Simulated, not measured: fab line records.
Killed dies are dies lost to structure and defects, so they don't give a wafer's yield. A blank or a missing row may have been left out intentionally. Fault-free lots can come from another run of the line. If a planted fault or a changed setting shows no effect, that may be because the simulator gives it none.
One fault seen from 2 desks ; flow nand_harc ; each desk has only its own numbers; what lay behind them comes last

AT THE METROLOGY DESK
Lot by lot, what the gauges showed, no matter which tool ran the lot: averages of those sampled wafers that carry a number. If a lot's mean is further than 4 standard deviations from the usual mean, the lot is out of limits and carries the mark OUT (the distance appears in the brackets).
Columns: A = cd_nm at NHARC_P_ZERO_WELL_CD_MEAS_37, usual 719.8 nm
lot;first seen here;A
L479;day 2 10:13;718.8
L480;day 2 19:58;720.5
L481;day 3 05:53;719.5
L482;day 3 16:13;720.8
L483;day 4 02:14;719.3
L484;day 4 12:06;719.4
L492;day 7 20:07;717.5
L493;day 8 06:17;719.9
L494;day 8 15:59;721.5
L497;day 9 22:08;722.0
L498;day 10 08:15;721.4
L499;day 10 18:08;719.7
L500;day 11 04:18;718.3
L501;day 11 14:17;720.4
Finding of this desk: none of the 14 lots has anything out of limits.

AT THE TOOL OWNER'S DESK: implanter-02
NHARC_P_ZERO_WELL_IMPLANT_57, tool's own readings: per-lot mean of the sampled wafers with a number, covering each lot this tool ran. If a lot's mean is further than 4 standard deviations from the usual mean, the lot is out of limits and carries the mark OUT (the distance appears in the brackets).
Columns: A = beam_energy_keV at NHARC_P_ZERO_WELL_IMPLANT_57, usual 250.00; B = beam_on_s at NHARC_P_ZERO_WELL_IMPLANT_57, usual 9.97 s
lot;first seen here;A;B
L479;day 2 09:04;249.98;10.09
L480;day 2 18:56;250.00;9.87
L482;day 3 15:05;250.01;9.87
L492;day 7 19:06;250.02;9.93
L493;day 8 05:11;249.99;9.99
L494;day 8 14:51;250.11;10.01
L501;day 11 13:10;250.10;9.80
Finding of this desk: none of the 7 lots has anything out of limits.

ALL TOGETHER
Nothing out of limits was seen by the metrology desk.
The desk of the tool owner found nothing out of limits.

WHAT WAS PUT IN BY THE SIMULATOR
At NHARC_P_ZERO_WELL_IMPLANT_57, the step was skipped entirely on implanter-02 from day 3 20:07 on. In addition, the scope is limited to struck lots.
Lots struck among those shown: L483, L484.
